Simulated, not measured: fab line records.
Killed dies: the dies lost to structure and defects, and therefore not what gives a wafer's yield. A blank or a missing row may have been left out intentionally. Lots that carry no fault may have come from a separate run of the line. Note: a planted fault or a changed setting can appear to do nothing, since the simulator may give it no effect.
Matching of chambers    flow n5 finfet    rie diel-04 running N5_BEOL_M6_STRIP_19: 4 sister chambers
The step strips in O2. 18 wafers are shown with their chamber, then 9 later ones without.

## EACH WAFER AND ITS CHAMBER
wafer   chamber  showerhead plenum p Torr (Torr)  throttle valve pct (%)  oes product au (a.u.)
L080.1  2        2.19                             16.59                   0.81
L080.3  3        2.24                             16.08                   0.96
L080.5  0        2.20                             16.75                   0.84
L077.2  3        2.24                             16.10                   0.96
L077.4  0        2.20                             16.73                   0.85
L077.6  1        2.13                             16.41                   0.92
L082.2  3        2.24                             16.09                   0.95
L082.3  0        2.20                             16.73                   0.85
L082.4  1        2.13                             16.39                   0.93
L084.3  0        2.20                             16.74                   0.85
L084.4  3        2.24                             16.07                   0.94
L084.6  3        2.24                             16.06                   0.94
L086.1  0        2.20                             16.75                   0.85
L086.3  2        2.18                             16.61                   0.81
L086.6  0        2.20                             16.75                   0.85
L087.2  0        2.20                             16.76                   0.84
L087.5  2        2.18                             16.63                   0.79
L087.6  3        2.24                             16.10                   0.92

SIGNATURES (means of the wafers above)
reading                   chamber 0  chamber 1  chamber 2  chamber 3  scatter within a chamber
showerhead plenum p Torr  2.2000     2.1300     2.1833     2.2400     0.00218
throttle valve pct        16.7443    16.4000    16.6100    16.0833    0.0149
oes product au            0.8471     0.9250     0.8033     0.9450     0.0107
Rule: for a wafer and a chamber, the distance is found by dividing, reading by reading, the gap between the wafer's reading and the chamber's mean by the reading's scatter, squaring, summing and taking the root. The wafer belongs to the nearest chamber; if the next one is less than 2 further off, it can't be placed. The scatter is the square root of a quotient: the sum, over the shown wafers, of each reading's squared deviation from its chamber's mean, divided by wafers minus chambers.

## WAFERS WITHOUT THEIR CHAMBER
wafer   showerhead plenum p Torr (Torr)  throttle valve pct (%)  oes product au (a.u.)
L088.1  2.18                             16.61                   0.80
L088.4  2.13                             16.42                   0.90
L088.5  2.13                             16.43                   0.89
L095.2  2.18                             16.65                   0.77
L095.5  2.23                             16.15                   0.89
L095.6  2.19                             16.84                   0.80
L096.4  2.12                             16.46                   0.86
L096.5  2.19                             16.81                   0.80
L096.6  2.23                             16.15                   0.89

## THE CHAMBER EACH PASSED THROUGH
wafer   from the rows above  in truth
L088.1  2                    2
L088.4  1                    1
L088.5  1                    1
L095.2  2                    2
L095.5  3                    3
L095.6  0                    0
L096.4  1                    1
L096.5  0                    0
L096.6  3                    3
Correct placement for 9 of the 9. Not placeable from these rows: 0. Wrongly placed: 0.
